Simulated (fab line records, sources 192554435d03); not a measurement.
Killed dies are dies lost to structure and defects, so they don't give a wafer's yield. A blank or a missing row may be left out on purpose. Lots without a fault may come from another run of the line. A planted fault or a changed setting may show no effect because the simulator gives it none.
One fault seen from 2 desks | flow n5_finfet | each desk has only its own numbers; what lay behind them comes last

THE TOOL OWNER'S DESK: pecvd-01
The tool's own readings at N5_BEOL_M0_SAQP_PECVD_00 (deposits SiCN from 3MS/NH3, target thk 8 nm, time 14 s): means of the sampled wafers that have a number, for each lot that ran on this tool. A lot is out of limits, marked OUT, if its mean lies more than 4 standard deviations from the usual mean; the brackets give that distance.
Columns: A = showerhead_plenum_p_Torr at N5_BEOL_M0_SAQP_PECVD_00, usual 3.666 Torr; B = throttle_valve_pct at N5_BEOL_M0_SAQP_PECVD_00, usual 8.9 %
lot  | first seen here | A     | B
L275 | day 5 20:53     | 3.656 | 8.8
L285 | day 8 05:03     | 3.664 | 8.8
L286 | day 8 15:37     | 3.667 | 8.9
This desk's finding: nothing out of limits on any of the 3 lots.

THE METROLOGY DESK
What the gauges read, lot by lot, whatever tool the lot ran on: means of the sampled wafers that have a number. A lot is out of limits, marked OUT, if its mean lies more than 4 standard deviations from the usual mean; the brackets give that distance. Of its 10 readings 7 are shown: those that lie furthest out on some lot.
Columns: A = DIBL_P at N5_BEOL_M4_RC_MEAS_101, usual 36.0 mV/V; B = IOFF_N at N5_BEOL_M4_RC_MEAS_101, usual 0.155 nA/um; C = ION_N at N5_BEOL_M4_RC_MEAS_101, usual 672 uA/um; D = ION_P at N5_BEOL_M4_RC_MEAS_101, usual 461 uA/um; E = SS_N at N5_BEOL_M4_RC_MEAS_101, usual 71.5 mV/dec; F = SS_P at N5_BEOL_M4_RC_MEAS_101, usual 73.2 mV/dec; G = VT_N at N5_BEOL_M4_RC_MEAS_101, usual 250.4 mV
lot  | first seen here | A    | B     | C   | D   | E    | F    | G
L275 | day 8 17:15     | 36.6 | 0.158 | 669 | 460 | 72.0 | 73.8 | 250.9
L285 | day 10 22:16    | 33.8 | 0.128 | 660 | 455 | 71.2 | 72.5 | 254.5
L286 | day 11 09:39    | 36.4 | 0.170 | 666 | 453 | 72.0 | 73.5 | 247.8
L297 | day 13 23:21    | 35.6 | 0.171 | 670 | 457 | 71.7 | 73.8 | 248.5
This desk's finding: nothing out of limits on any of the 4 lots.

PUT TOGETHER
The tool owner's desk saw nothing out of limits.
The metrology desk saw nothing out of limits.

WHAT THE SIMULATOR HAD PUT IN
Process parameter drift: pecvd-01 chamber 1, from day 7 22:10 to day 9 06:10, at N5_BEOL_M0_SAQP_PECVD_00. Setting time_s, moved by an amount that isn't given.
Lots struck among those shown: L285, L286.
